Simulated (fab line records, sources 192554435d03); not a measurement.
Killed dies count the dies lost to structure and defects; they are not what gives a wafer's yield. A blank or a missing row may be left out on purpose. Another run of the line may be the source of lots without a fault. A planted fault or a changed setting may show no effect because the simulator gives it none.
Matching of chambers / flow n5_finfet / N5_BEOL_M12_ILD_DEP_00 on pecvd-01 has 3 sister chambers
The step deposits SiOC from DEMS/O2, target thk 658.92 nm, time 130.7 s. 6 wafers are shown with their chamber, then 9 later ones without.

== WAFERS, EACH WITH ITS CHAMBER ==
wafer=L081.3; chamber=2; throttle_valve_pct (%)=11.6; heater_power_w (W)=378
wafer=L081.6; chamber=2; throttle_valve_pct (%)=11.9; heater_power_w (W)=422
wafer=L084.6; chamber=1; throttle_valve_pct (%)=12.3; heater_power_w (W)=583
wafer=L086.2; chamber=1; throttle_valve_pct (%)=12.5; heater_power_w (W)=541
wafer=L086.3; chamber=0; throttle_valve_pct (%)=13.0; heater_power_w (W)=412
wafer=L086.6; chamber=0; throttle_valve_pct (%)=12.6; heater_power_w (W)=427

== WAFERS WITHOUT THEIR CHAMBER ==
wafer=L093.2; throttle_valve_pct (%)=12.8; heater_power_w (W)=448
wafer=L093.3; throttle_valve_pct (%)=12.5; heater_power_w (W)=524
wafer=L093.4; throttle_valve_pct (%)=11.9; heater_power_w (W)=377
wafer=L096.4; throttle_valve_pct (%)=12.8; heater_power_w (W)=440
wafer=L096.5; throttle_valve_pct (%)=11.7; heater_power_w (W)=376
wafer=L096.6; throttle_valve_pct (%)=12.3; heater_power_w (W)=591
wafer=L097.2; throttle_valve_pct (%)=11.8; heater_power_w (W)=414
wafer=L097.4; throttle_valve_pct (%)=12.0; heater_power_w (W)=422
wafer=L097.6; throttle_valve_pct (%)=12.5; heater_power_w (W)=588

== CHAMBER TAKEN BY EACH ==
wafer=L093.2; from the rows above=0; in truth=0
wafer=L093.3; from the rows above=1; in truth=1
wafer=L093.4; from the rows above=2; in truth=2
wafer=L096.4; from the rows above=0; in truth=0
wafer=L096.5; from the rows above=2; in truth=2
wafer=L096.6; from the rows above=1; in truth=1
wafer=L097.2; from the rows above=2; in truth=2
wafer=L097.4; from the rows above=2; in truth=2
wafer=L097.6; from the rows above=1; in truth=1
Placed correctly: 9 of 9. Number that these rows cannot place: 0. Wrongly placed: 0.
How it was worked out, from the rows above alone: a wafer's distance from a chamber is the root of the sum, over the readings, of the square of ((its reading less the chamber's mean) divided by the reading's scatter). If the next closest chamber is less than 2 further off than the closest, the wafer can't be placed; otherwise it belongs to the closest. A chamber's mean is the mean of its shown wafers. The scatter is the square root of a quotient: the sum, over the shown wafers, of each reading's squared deviation from its chamber's mean, divided by wafers minus chambers.
